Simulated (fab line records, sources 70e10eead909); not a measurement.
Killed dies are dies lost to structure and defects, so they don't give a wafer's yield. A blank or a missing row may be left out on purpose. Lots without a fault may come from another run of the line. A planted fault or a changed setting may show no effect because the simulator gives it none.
Chamber matching | flow nand_harc | NHARC_P_GATE_DESCUM_48 on rie_diel-10: 4 sister chambers
The step chemistry O2, time 3 s. 8 wafers are shown with their chamber, then 7 later ones without.

WAFERS WITH THEIR CHAMBER
wafer  | chamber | showerhead_plenum_p_Torr (Torr) | drypump_motor_current_A (A)
L074.2 | 2       | 1.95                            | 6.3
L074.4 | 1       | 1.86                            | 5.7
L082.3 | 2       | 1.95                            | 6.4
L084.1 | 3       | 1.97                            | 5.2
L084.5 | 3       | 1.97                            | 5.2
L084.6 | 0       | 2.04                            | 6.2
L089.1 | 1       | 1.85                            | 5.6
L089.2 | 0       | 2.03                            | 6.2

WAFERS WITHOUT THEIR CHAMBER
wafer  | showerhead_plenum_p_Torr (Torr) | drypump_motor_current_A (A)
L089.6 | 1.85                            | 5.6
L090.1 | 1.97                            | 5.1
L090.4 | 2.03                            | 6.2
L090.6 | 1.97                            | 5.1
L093.1 | 2.03                            | 6.2
L093.2 | 1.97                            | 5.1
L093.5 | 1.97                            | 5.1

WHICH CHAMBER EACH WENT THROUGH
wafer  | from the rows above | in truth
L089.6 | 1                   | 1
L090.1 | 3                   | 3
L090.4 | 0                   | 0
L090.6 | 3                   | 3
L093.1 | 0                   | 0
L093.2 | 3                   | 3
L093.5 | 3                   | 3
Placed correctly: 7 of 7. Can't be placed from these rows: 0. Placed wrongly: 0.
How it was worked out, from the rows above alone: a wafer's distance from a chamber is the root of the sum, over the readings, of the square of ((its reading less the chamber's mean) divided by the reading's scatter). The wafer belongs to the nearest chamber; if the next one is less than 2 further off, it can't be placed. A chamber's mean is the mean of its shown wafers. The scatter: the root of (the sum of the squares of (reading less its chamber's mean) over the shown wafers, divided by (wafers less chambers)).
